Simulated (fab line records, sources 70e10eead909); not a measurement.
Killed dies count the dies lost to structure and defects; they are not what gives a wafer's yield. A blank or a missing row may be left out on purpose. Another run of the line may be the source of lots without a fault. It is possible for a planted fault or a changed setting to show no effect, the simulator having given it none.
fab line records / flow nandHarc / part 2 of 2: steps 22 to 33 of 33
record lots=5 wafers=15 lastDay=24
route steps=1159 shown A_CHANNEL_FILL_D1@509 A_STAIRCASE@519
lots that met no fault: taken from a fault-free run of the same line
startH: start of the lot's first displayed wafer, in hours after the record's first day / waitH: hours since the lot's step before / " unchanged from the row above / L1.1+2: a row that stands for several wafers / - no value, or no start given / * or withheld: withheld / < > ~ a bound
route shown NAME@n: a module of which the file shows steps, and the number in the route of the first / usual: mean and standard deviation over wafers with no fault / same: alike in all rows / chamber/n: place in a boat / sites: readings site by site / _std_site: their standard deviation / _edge_site: outer sites' mean less inner sites' / radiusMm: for every site, how far away it sits from the centre of the wafer / mask NAME#n: copy n / behind: tool/chamber where the wafer was last shaped / hold: why the lot went on hold/how many hours it stayed there/how the hold came to an end / device: whichever transistor did not switch (one of n, p or np) / end of line: the tests these same wafers got at the end of their route / where a step has no rows: the recipe by itself / killed: dies lost to structure and defects at the first sort, not the wafer's yield / map: a wafer's dies, marking killed ones x, the rest . and places with no die _
set.NAME: the setting that was run; set.NAME@STEP: the one run at that earlier step / model.NAME: the simulator's own value behind a step, which no gauge read
a table for each step, a row for each wafer; lots at some steps of the route
services: a tool's chamber out of use, with start hour (startH, from the record's first day; less than 0 if before it), hours out, and reason
## steps
# step NHARC_A_STAIRCASE_STRIP_171
# recipe powerW=1500 tempC=250 chemistry=O2
# usual drypumpMotorCurrentA=5.9/0.4 heaterPowerW=314/33
lot.wafer=L075.2 tool=plasmaAsher-02 chamber=1 startH=244.21 waitH=- drypumpMotorCurrentA=6.2 heaterPowerW=257 rfHoursCounterH=15
lot.wafer=L075.1 tool=plasmaAsher-02 chamber=0 startH=244.21 waitH=- drypumpMotorCurrentA=6.2 heaterPowerW=315 rfHoursCounterH=15
lot.wafer=L075.6 tool=plasmaAsher-02 chamber=0 startH=244.21 waitH=- drypumpMotorCurrentA=6.2 heaterPowerW=311 rfHoursCounterH=-
lot.wafer=L077.1 tool=plasmaAsher-02 chamber=0 startH=256.71 waitH=- drypumpMotorCurrentA=6.2 heaterPowerW=321 rfHoursCounterH=20
lot.wafer=L077.2 tool=plasmaAsher-02 chamber=1 startH=256.71 waitH=- drypumpMotorCurrentA=6.2 heaterPowerW=258 rfHoursCounterH=20
lot.wafer=L077.4 tool=plasmaAsher-02 chamber=1 startH=256.71 waitH=- drypumpMotorCurrentA=6.2 heaterPowerW=250 rfHoursCounterH=-
lot.wafer=L078.2 tool=plasmaAsher-01 chamber=0 startH=256.80 waitH=- drypumpMotorCurrentA=5.2 heaterPowerW=311 rfHoursCounterH=30
lot.wafer=L078.4 tool=plasmaAsher-01 chamber=0 startH=256.80 waitH=- drypumpMotorCurrentA=5.2 heaterPowerW=329 rfHoursCounterH=-
lot.wafer=L078.6 tool=plasmaAsher-01 chamber=0 startH=256.80 waitH=- drypumpMotorCurrentA=5.3 heaterPowerW=320 rfHoursCounterH=-
lot.wafer=L079.1 tool=plasmaAsher-01 chamber=1 startH=261.52 waitH=- drypumpMotorCurrentA=5.9 heaterPowerW=351 rfHoursCounterH=33
lot.wafer=L079.5 tool=plasmaAsher-01 chamber=0 startH=261.52 waitH=- drypumpMotorCurrentA=5.3 heaterPowerW=317 rfHoursCounterH=-
lot.wafer=L079.6 tool=plasmaAsher-01 chamber=1 startH=261.52 waitH=- drypumpMotorCurrentA=5.9 heaterPowerW=353 rfHoursCounterH=-
lot.wafer=L081.2 tool=plasmaAsher-01 chamber=0 startH=288.40 waitH=- drypumpMotorCurrentA=5.2 heaterPowerW=334 rfHoursCounterH=0
lot.wafer=L081.1 tool=plasmaAsher-01 chamber=1 startH=288.40 waitH=- drypumpMotorCurrentA=5.9 heaterPowerW=337 rfHoursCounterH=0
lot.wafer=L081.3 tool=plasmaAsher-01 chamber=0 startH=288.40 waitH=- drypumpMotorCurrentA=5.3 heaterPowerW=320 rfHoursCounterH=-
# step NHARC_A_STAIRCASE_STRIP_172
# recipe timeS=900 tempC=130 chemistry=SPM
lot.wafer=L075.2+1+6 tool=wetBench-07 chamber=7,0,3 startH=244.57 waitH=0.3
lot.wafer=L077.1+4+2 tool=wetBench-04 chamber=0,3,4 startH=257.06 waitH=0.3
lot.wafer=L078.4+6+2 tool=wetBench-05 chamber=6,0,3 startH=257.10 waitH=0.2
lot.wafer=L079.5+6+1 tool=wetBench-07 chamber=1,3,5 startH=261.83 waitH=0.1
lot.wafer=L081.2+1+3 tool=wetBench-04 chamber=1,2,3 startH=288.75 waitH=0.3
# step NHARC_A_STAIRCASE_PRECLEAN_173
# recipe timeS=* tempC=50 bathAgeMin=0 chemistry=SC1
# usual nh4ohFlowMLMin=28.30/0.094
# same bathAgeMin=0
lot.wafer=L075.2 tool=wetBench-07 chamber=7 startH=- waitH=- nh4ohFlowMLMin=28.42
lot.wafer=L075.1 tool=wetBench-07 chamber=0 startH=- waitH=- nh4ohFlowMLMin=28.32
lot.wafer=L075.6 tool=wetBench-07 chamber=3 startH=- waitH=- nh4ohFlowMLMin=28.23
lot.wafer=L078.4 tool=wetBench-05 chamber=6 startH=- waitH=- nh4ohFlowMLMin=28.38
lot.wafer=L078.6 tool=wetBench-05 chamber=0 startH=- waitH=- nh4ohFlowMLMin=28.28
lot.wafer=L078.2 tool=wetBench-05 chamber=3 startH=- waitH=- nh4ohFlowMLMin=28.31
lot.wafer=L077.1 tool=wetBench-04 chamber=0 startH=- waitH=- nh4ohFlowMLMin=28.22
lot.wafer=L077.4 tool=wetBench-04 chamber=3 startH=- waitH=- nh4ohFlowMLMin=28.20
lot.wafer=L077.2 tool=wetBench-04 chamber=4 startH=- waitH=- nh4ohFlowMLMin=28.32
lot.wafer=L079.5 tool=wetBench-07 chamber=1 startH=- waitH=- nh4ohFlowMLMin=28.26
lot.wafer=L079.6 tool=wetBench-07 chamber=3 startH=- waitH=- nh4ohFlowMLMin=28.26
lot.wafer=L079.1 tool=wetBench-07 chamber=5 startH=- waitH=- nh4ohFlowMLMin=28.23
lot.wafer=L081.2 tool=wetBench-04 chamber=1 startH=- waitH=- nh4ohFlowMLMin=28.36
lot.wafer=L081.1 tool=wetBench-04 chamber=2 startH=- waitH=- nh4ohFlowMLMin=28.22
lot.wafer=L081.3 tool=wetBench-04 chamber=3 startH=- waitH=- nh4ohFlowMLMin=28.22
# step NHARC_A_STAIRCASE_SRD_174
lot.wafer=L075.2+1+6 tool=wetBench-07 chamber=7,0,3 startH=- waitH=-
lot.wafer=L078.4+6+2 tool=wetBench-05 chamber=6,0,3 startH=- waitH=-
lot.wafer=L077.1+4+2 tool=wetBench-04 chamber=0,3,4 startH=- waitH=-
lot.wafer=L079.5+6+1 tool=wetBench-07 chamber=1,3,5 startH=- waitH=-
lot.wafer=L081.2+1+3 tool=wetBench-04 chamber=1,2,3 startH=- waitH=-
# step NHARC_A_STAIRCASE_DEHYDRATE_01
# recipe tempC=150 timeS=120
# usual resistLineTempC=22.97/0.099
lot.wafer=L075.1 tool=lithoTrack-05 chamber=0 startH=245.01 waitH=- resistLineTempC=23.09
lot.wafer=L075.2 tool=lithoTrack-05 chamber=0 startH=245.01 waitH=- resistLineTempC=22.91
lot.wafer=L075.6 tool=lithoTrack-05 chamber=0 startH=245.01 waitH=- resistLineTempC=23.04
lot.wafer=L078.2 tool=lithoTrack-03 chamber=0 startH=257.56 waitH=- resistLineTempC=23.03
lot.wafer=L078.4 tool=lithoTrack-03 chamber=0 startH=257.56 waitH=- resistLineTempC=22.83
lot.wafer=L078.6 tool=lithoTrack-03 chamber=0 startH=257.56 waitH=- resistLineTempC=23.02
lot.wafer=L077.1 tool=lithoTrack-07 chamber=0 startH=257.64 waitH=- resistLineTempC=22.94
lot.wafer=L077.2 tool=lithoTrack-07 chamber=0 startH=257.64 waitH=- resistLineTempC=22.81
lot.wafer=L077.4 tool=lithoTrack-07 chamber=0 startH=257.64 waitH=- resistLineTempC=22.93
lot.wafer=L079.1 tool=lithoTrack-05 chamber=0 startH=262.28 waitH=- resistLineTempC=22.75
lot.wafer=L079.5 tool=lithoTrack-05 chamber=0 startH=262.28 waitH=- resistLineTempC=22.85
lot.wafer=L079.6 tool=lithoTrack-05 chamber=0 startH=262.28 waitH=- resistLineTempC=22.97
lot.wafer=L081.1 tool=lithoTrack-05 chamber=0 startH=289.22 waitH=- resistLineTempC=22.87
lot.wafer=L081.2 tool=lithoTrack-05 chamber=0 startH=289.22 waitH=- resistLineTempC=23.05
lot.wafer=L081.3 tool=lithoTrack-05 chamber=0 startH=289.22 waitH=- resistLineTempC=22.79
# step NHARC_A_STAIRCASE_HMDS_02
# recipe timeS=30
# usual resistLineTempC=22.98/0.11
lot.wafer=L075.1 tool=lithoTrack-05 chamber=0 startH=- waitH=- resistLineTempC=23.15
lot.wafer=L075.2 tool=lithoTrack-05 chamber=0 startH=- waitH=- resistLineTempC=22.93
lot.wafer=L075.6 tool=lithoTrack-05 chamber=0 startH=- waitH=- resistLineTempC=23.00
lot.wafer=L078.2 tool=lithoTrack-03 chamber=0 startH=- waitH=- resistLineTempC=23.10
lot.wafer=L078.4 tool=lithoTrack-03 chamber=0 startH=- waitH=- resistLineTempC=22.94
lot.wafer=L078.6 tool=lithoTrack-03 chamber=0 startH=- waitH=- resistLineTempC=22.96
lot.wafer=L077.1 tool=lithoTrack-07 chamber=0 startH=- waitH=- resistLineTempC=23.17
lot.wafer=L077.2 tool=lithoTrack-07 chamber=0 startH=- waitH=- resistLineTempC=23.07
lot.wafer=L077.4 tool=lithoTrack-07 chamber=0 startH=- waitH=- resistLineTempC=23.07
lot.wafer=L079.1 tool=lithoTrack-05 chamber=0 startH=- waitH=- resistLineTempC=23.04
lot.wafer=L079.5 tool=lithoTrack-05 chamber=0 startH=- waitH=- resistLineTempC=22.88
lot.wafer=L079.6 tool=lithoTrack-05 chamber=0 startH=- waitH=- resistLineTempC=22.97
lot.wafer=L081.1 tool=lithoTrack-05 chamber=0 startH=- waitH=- resistLineTempC=23.00
lot.wafer=L081.2 tool=lithoTrack-05 chamber=0 startH=- waitH=- resistLineTempC=22.71
lot.wafer=L081.3 tool=lithoTrack-05 chamber=0 startH=- waitH=- resistLineTempC=22.89
# step NHARC_A_STAIRCASE_COAT_03
# recipe spinRpm=1200
# usual resistLineTempC=23.00/0.13
lot.wafer=L075.1 tool=lithoTrack-05 chamber=0 startH=- waitH=- resistLineTempC=22.93
lot.wafer=L075.2 tool=lithoTrack-05 chamber=0 startH=- waitH=- resistLineTempC=22.93
lot.wafer=L075.6 tool=lithoTrack-05 chamber=0 startH=- waitH=- resistLineTempC=22.82
lot.wafer=L078.2 tool=lithoTrack-03 chamber=0 startH=- waitH=- resistLineTempC=23.04
lot.wafer=L078.4 tool=lithoTrack-03 chamber=0 startH=- waitH=- resistLineTempC=23.16
lot.wafer=L078.6 tool=lithoTrack-03 chamber=0 startH=- waitH=- resistLineTempC=23.08
lot.wafer=L077.1 tool=lithoTrack-07 chamber=0 startH=- waitH=- resistLineTempC=22.98
lot.wafer=L077.2 tool=lithoTrack-07 chamber=0 startH=- waitH=- resistLineTempC=22.75
lot.wafer=L077.4 tool=lithoTrack-07 chamber=0 startH=- waitH=- resistLineTempC=22.91
lot.wafer=L079.1 tool=lithoTrack-05 chamber=0 startH=- waitH=- resistLineTempC=22.87
lot.wafer=L079.5 tool=lithoTrack-05 chamber=0 startH=- waitH=- resistLineTempC=22.85
lot.wafer=L079.6 tool=lithoTrack-05 chamber=0 startH=- waitH=- resistLineTempC=22.84
lot.wafer=L081.1 tool=lithoTrack-05 chamber=0 startH=- waitH=- resistLineTempC=23.03
lot.wafer=L081.2 tool=lithoTrack-05 chamber=0 startH=- waitH=- resistLineTempC=23.19
lot.wafer=L081.3 tool=lithoTrack-05 chamber=0 startH=- waitH=- resistLineTempC=23.01
# step NHARC_A_STAIRCASE_SOFTBAKE_04
# recipe tempC=135 timeS=170
# usual resistLineTempC=23.01/0.11
lot.wafer=L075.1 tool=lithoTrack-05 chamber=0 startH=- waitH=- resistLineTempC=22.91
lot.wafer=L075.2 tool=lithoTrack-05 chamber=0 startH=- waitH=- resistLineTempC=22.84
lot.wafer=L075.6 tool=lithoTrack-05 chamber=0 startH=- waitH=- resistLineTempC=22.90
lot.wafer=L078.2 tool=lithoTrack-03 chamber=0 startH=- waitH=- resistLineTempC=22.94
lot.wafer=L078.4 tool=lithoTrack-03 chamber=0 startH=- waitH=- resistLineTempC=22.87
lot.wafer=L078.6 tool=lithoTrack-03 chamber=0 startH=- waitH=- resistLineTempC=22.93
lot.wafer=L077.1 tool=lithoTrack-07 chamber=0 startH=- waitH=- resistLineTempC=23.05
lot.wafer=L077.2 tool=lithoTrack-07 chamber=0 startH=- waitH=- resistLineTempC=23.05
lot.wafer=L077.4 tool=lithoTrack-07 chamber=0 startH=- waitH=- resistLineTempC=22.97
lot.wafer=L079.1 tool=lithoTrack-05 chamber=0 startH=- waitH=- resistLineTempC=22.97
lot.wafer=L079.5 tool=lithoTrack-05 chamber=0 startH=- waitH=- resistLineTempC=23.04
lot.wafer=L079.6 tool=lithoTrack-05 chamber=0 startH=- waitH=- resistLineTempC=22.96
lot.wafer=L081.1 tool=lithoTrack-05 chamber=0 startH=- waitH=- resistLineTempC=23.03
lot.wafer=L081.2 tool=lithoTrack-05 chamber=0 startH=- waitH=- resistLineTempC=23.06
lot.wafer=L081.3 tool=lithoTrack-05 chamber=0 startH=- waitH=- resistLineTempC=23.01
# step NHARC_A_STAIRCASE_EBR_05
# usual resistLineTempC=23.02/0.11
lot.wafer=L075.1 tool=lithoTrack-05 chamber=0 startH=- waitH=- resistLineTempC=22.93
lot.wafer=L075.2 tool=lithoTrack-05 chamber=0 startH=- waitH=- resistLineTempC=22.92
lot.wafer=L075.6 tool=lithoTrack-05 chamber=0 startH=- waitH=- resistLineTempC=23.01
lot.wafer=L078.2 tool=lithoTrack-03 chamber=0 startH=- waitH=- resistLineTempC=23.00
lot.wafer=L078.4 tool=lithoTrack-03 chamber=0 startH=- waitH=- resistLineTempC=23.05
lot.wafer=L078.6 tool=lithoTrack-03 chamber=0 startH=- waitH=- resistLineTempC=23.06
lot.wafer=L077.1 tool=lithoTrack-07 chamber=0 startH=- waitH=- resistLineTempC=22.90
lot.wafer=L077.2 tool=lithoTrack-07 chamber=0 startH=- waitH=- resistLineTempC=22.84
lot.wafer=L077.4 tool=lithoTrack-07 chamber=0 startH=- waitH=- resistLineTempC=22.93
lot.wafer=L079.1 tool=lithoTrack-05 chamber=0 startH=- waitH=- resistLineTempC=22.96
lot.wafer=L079.5 tool=lithoTrack-05 chamber=0 startH=- waitH=- resistLineTempC=22.95
lot.wafer=L079.6 tool=lithoTrack-05 chamber=0 startH=- waitH=- resistLineTempC=23.02
lot.wafer=L081.1 tool=lithoTrack-05 chamber=0 startH=- waitH=- resistLineTempC=23.17
lot.wafer=L081.2 tool=lithoTrack-05 chamber=0 startH=- waitH=- resistLineTempC=22.95
lot.wafer=L081.3 tool=lithoTrack-05 chamber=0 startH=- waitH=- resistLineTempC=23.03
# step NHARC_A_STAIRCASE_EXPOSE_06
# recipe na=0.5 doseMj=25.43 maskId=STAIR
# usual exposureDoseMJCm2=25.427/0.025 stageVelMmS=500.06/0.26
lot.wafer=L075.1 tool=krfScanner-01 chamber=0 startH=245.35 waitH=- mask=STAIR#0 exposureDoseMJCm2=25.435 stageVelMmS=500.16
lot.wafer=L075.2 tool=krfScanner-01 chamber=0 startH=245.35 waitH=- mask=STAIR#0 exposureDoseMJCm2=25.415 stageVelMmS=500.21
lot.wafer=L075.6 tool=krfScanner-01 chamber=0 startH=245.35 waitH=- mask=STAIR#0 exposureDoseMJCm2=25.426 stageVelMmS=500.18
lot.wafer=L078.2 tool=krfScanner-04 chamber=0 startH=257.78 waitH=- mask=STAIR#0 exposureDoseMJCm2=25.439 stageVelMmS=500.25
lot.wafer=L078.4 tool=krfScanner-04 chamber=0 startH=257.78 waitH=- mask=STAIR#0 exposureDoseMJCm2=25.411 stageVelMmS=500.16
lot.wafer=L078.6 tool=krfScanner-04 chamber=0 startH=257.78 waitH=- mask=STAIR#0 exposureDoseMJCm2=25.423 stageVelMmS=500.04
lot.wafer=L077.1 tool=krfScanner-03 chamber=0 startH=257.97 waitH=- mask=STAIR#0 exposureDoseMJCm2=25.412 stageVelMmS=499.85
lot.wafer=L077.2 tool=krfScanner-03 chamber=0 startH=257.97 waitH=- mask=STAIR#0 exposureDoseMJCm2=25.371 stageVelMmS=499.95
lot.wafer=L077.4 tool=krfScanner-03 chamber=0 startH=257.97 waitH=- mask=STAIR#0 exposureDoseMJCm2=25.428 stageVelMmS=499.91
lot.wafer=L079.1 tool=krfScanner-04 chamber=0 startH=262.61 waitH=- mask=STAIR#0 exposureDoseMJCm2=25.398 stageVelMmS=500.17
lot.wafer=L079.5 tool=krfScanner-04 chamber=0 startH=262.61 waitH=- mask=STAIR#0 exposureDoseMJCm2=25.408 stageVelMmS=500.18
lot.wafer=L079.6 tool=krfScanner-04 chamber=0 startH=262.61 waitH=- mask=STAIR#0 exposureDoseMJCm2=25.411 stageVelMmS=500.30
lot.wafer=L081.1 tool=krfScanner-03 chamber=0 startH=289.55 waitH=- mask=STAIR#0 exposureDoseMJCm2=25.442 stageVelMmS=499.73
lot.wafer=L081.2 tool=krfScanner-03 chamber=0 startH=289.55 waitH=- mask=STAIR#0 exposureDoseMJCm2=25.412 stageVelMmS=500.39
lot.wafer=L081.3 tool=krfScanner-03 chamber=0 startH=289.55 waitH=- mask=STAIR#0 exposureDoseMJCm2=25.409 stageVelMmS=500.13
# step NHARC_A_STAIRCASE_PEB_07
# recipe pebTempC=115 pebTimeS=130
# usual resistLineTempC=23.00/0.099
lot.wafer=L075.1 tool=lithoTrack-05 chamber=0 startH=245.41 waitH=0.1 resistLineTempC=22.91
lot.wafer=L075.2 tool=lithoTrack-05 chamber=0 startH=245.41 waitH=0.1 resistLineTempC=22.82
lot.wafer=L075.6 tool=lithoTrack-05 chamber=0 startH=245.41 waitH=0.1 resistLineTempC=22.94
lot.wafer=L078.2 tool=lithoTrack-07 chamber=0 startH=257.84 waitH=0.1 resistLineTempC=23.02
lot.wafer=L078.4 tool=lithoTrack-07 chamber=0 startH=257.84 waitH=0.1 resistLineTempC=23.03
lot.wafer=L078.6 tool=lithoTrack-07 chamber=0 startH=257.84 waitH=0.1 resistLineTempC=23.16
lot.wafer=L077.1 tool=lithoTrack-03 chamber=0 startH=258.04 waitH=0.1 resistLineTempC=23.04
lot.wafer=L077.2 tool=lithoTrack-03 chamber=0 startH=258.04 waitH=0.1 resistLineTempC=23.03
lot.wafer=L077.4 tool=lithoTrack-03 chamber=0 startH=258.04 waitH=0.1 resistLineTempC=22.81
lot.wafer=L079.1 tool=lithoTrack-03 chamber=0 startH=262.68 waitH=0.1 resistLineTempC=22.85
lot.wafer=L079.5 tool=lithoTrack-03 chamber=0 startH=262.68 waitH=0.1 resistLineTempC=22.92
lot.wafer=L079.6 tool=lithoTrack-03 chamber=0 startH=262.68 waitH=0.1 resistLineTempC=22.74
lot.wafer=L081.1 tool=lithoTrack-05 chamber=0 startH=289.61 waitH=0.1 resistLineTempC=23.01
lot.wafer=L081.2 tool=lithoTrack-05 chamber=0 startH=289.61 waitH=0.1 resistLineTempC=23.01
lot.wafer=L081.3 tool=lithoTrack-05 chamber=0 startH=289.61 waitH=0.1 resistLineTempC=22.89
# step NHARC_A_STAIRCASE_DEVELOP_08
# recipe timeS=140
# usual resistLineTempC=22.99/0.1
lot.wafer=L075.1 tool=lithoTrack-05 chamber=0 startH=- waitH=- resistLineTempC=23.10
lot.wafer=L075.2 tool=lithoTrack-05 chamber=0 startH=- waitH=- resistLineTempC=23.27
lot.wafer=L075.6 tool=lithoTrack-05 chamber=0 startH=- waitH=- resistLineTempC=23.00
lot.wafer=L078.2 tool=lithoTrack-07 chamber=0 startH=- waitH=- resistLineTempC=22.79
lot.wafer=L078.4 tool=lithoTrack-07 chamber=0 startH=- waitH=- resistLineTempC=23.01
lot.wafer=L078.6 tool=lithoTrack-07 chamber=0 startH=- waitH=- resistLineTempC=22.85
lot.wafer=L077.1 tool=lithoTrack-03 chamber=0 startH=- waitH=- resistLineTempC=22.89
lot.wafer=L077.2 tool=lithoTrack-03 chamber=0 startH=- waitH=- resistLineTempC=22.90
lot.wafer=L077.4 tool=lithoTrack-03 chamber=0 startH=- waitH=- resistLineTempC=22.97
lot.wafer=L079.1 tool=lithoTrack-03 chamber=0 startH=- waitH=- resistLineTempC=22.78
lot.wafer=L079.5 tool=lithoTrack-03 chamber=0 startH=- waitH=- resistLineTempC=22.88
lot.wafer=L079.6 tool=lithoTrack-03 chamber=0 startH=- waitH=- resistLineTempC=22.89
lot.wafer=L081.1 tool=lithoTrack-05 chamber=0 startH=- waitH=- resistLineTempC=22.98
lot.wafer=L081.2 tool=lithoTrack-05 chamber=0 startH=- waitH=- resistLineTempC=22.92
lot.wafer=L081.3 tool=lithoTrack-05 chamber=0 startH=- waitH=- resistLineTempC=22.98
## services
tool=lithoTrack-03 chamber=- startH=213.00 hours=7.0 kind=pm
tool=wetBench-01 chamber=- startH=213.60 hours=8.0 kind=pm
tool=rieDiel-03 chamber=0 startH=215.06 hours=3.3 kind=repair
tool=rieDiel-03 chamber=- startH=215.32 hours=9.0 kind=pm
tool=pecvd-02 chamber=1 startH=220.50 hours=8.3 kind=repair
tool=pecvd-03 chamber=0 startH=221.68 hours=15.8 kind=repair
tool=cmp-02 chamber=- startH=226.50 hours=4.0 kind=pm
tool=rieDiel-07 chamber=- startH=228.26 hours=9.0 kind=pm
tool=lithoTrack-05 chamber=- startH=237.01 hours=7.0 kind=pm
tool=pecvd-01 chamber=- startH=237.40 hours=13.0 kind=pm
tool=cmp-01 chamber=- startH=240.66 hours=1.2 kind=repair
tool=krfScanner-03 chamber=- startH=243.71 hours=0.4 kind=repair
tool=krfScanner-04 chamber=- startH=252.14 hours=1.0 kind=repair
tool=krfScanner-01 chamber=- startH=256.00 hours=4.0 kind=pm
tool=rieDiel-12 chamber=3 startH=258.47 hours=5.0 kind=repair
tool=rieDiel-02 chamber=1 startH=260.49 hours=3.6 kind=repair
tool=cmp-02 chamber=- startH=264.09 hours=1.1 kind=repair
tool=plasmaAsher-02 chamber=- startH=269.27 hours=0.9 kind=repair
tool=wetBench-07 chamber=- startH=272.06 hours=8.0 kind=pm
tool=plasmaAsher-01 chamber=- startH=276.26 hours=9.0 kind=pm
tool=cmp-01 chamber=- startH=277.50 hours=4.0 kind=pm
tool=krfScanner-04 chamber=- startH=279.73 hours=9.4 kind=repair
tool=cmp-02 chamber=- startH=282.69 hours=0.2 kind=repair
tool=wetBench-09 chamber=- startH=288.80 hours=8.0 kind=pm
